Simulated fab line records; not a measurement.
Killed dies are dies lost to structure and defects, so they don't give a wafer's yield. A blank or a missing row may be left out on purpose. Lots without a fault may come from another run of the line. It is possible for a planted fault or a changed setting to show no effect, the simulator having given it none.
Matching of chambers	flow n5-finfet	N5_MOL_CONTACT_COAG_ETCH_59 on rie-diel-02: 4 sister chambers
The step etches underlayer in N2/H2, target depth 13 nm, time 10.4 s. 8 wafers are shown with their chamber, then 7 later ones without.

== WAFERS, EACH WITH ITS CHAMBER ==
wafer	chamber	drypump-motor-current-A (A)	showerhead-plenum-p-Torr (Torr)
L074.4	3	5.2	2.60
L082.5	0	6.5	2.60
L082.6	2	5.7	2.61
L083.1	1	6.1	2.71
L083.3	1	6.2	2.71
L083.4	2	5.7	2.61
L086.2	3	5.2	2.59
L086.3	0	6.5	2.59

== WAFERS MISSING THEIR CHAMBER ==
wafer	drypump-motor-current-A (A)	showerhead-plenum-p-Torr (Torr)
L086.4	6.2	2.71
L091.2	5.2	2.59
L091.4	6.2	2.70
L091.5	6.2	2.70
L096.1	6.2	2.70
L096.2	5.7	2.60
L096.6	6.2	2.70

== CHAMBER TAKEN BY EACH ==
wafer	from the rows above	in truth
L086.4	1	1
L091.2	3	3
L091.4	1	1
L091.5	1	1
L096.1	1	1
L096.2	2	2
L096.6	1	1
Correctly placed: 7 of 7. Number that these rows cannot place: 0. Number placed wrongly: 0.
How it was worked out, from the rows above alone: a wafer's distance from a chamber is the root of the sum, over the readings, of the square of ((its reading less the chamber's mean) divided by the reading's scatter). The wafer belongs to the nearest chamber; if the next one is less than 2 further off, it can't be placed. The mean given for a chamber averages the wafers shown for that chamber. The scatter: the root of (the sum of the squares of (reading less its chamber's mean) over the shown wafers, divided by (wafers less chambers)).
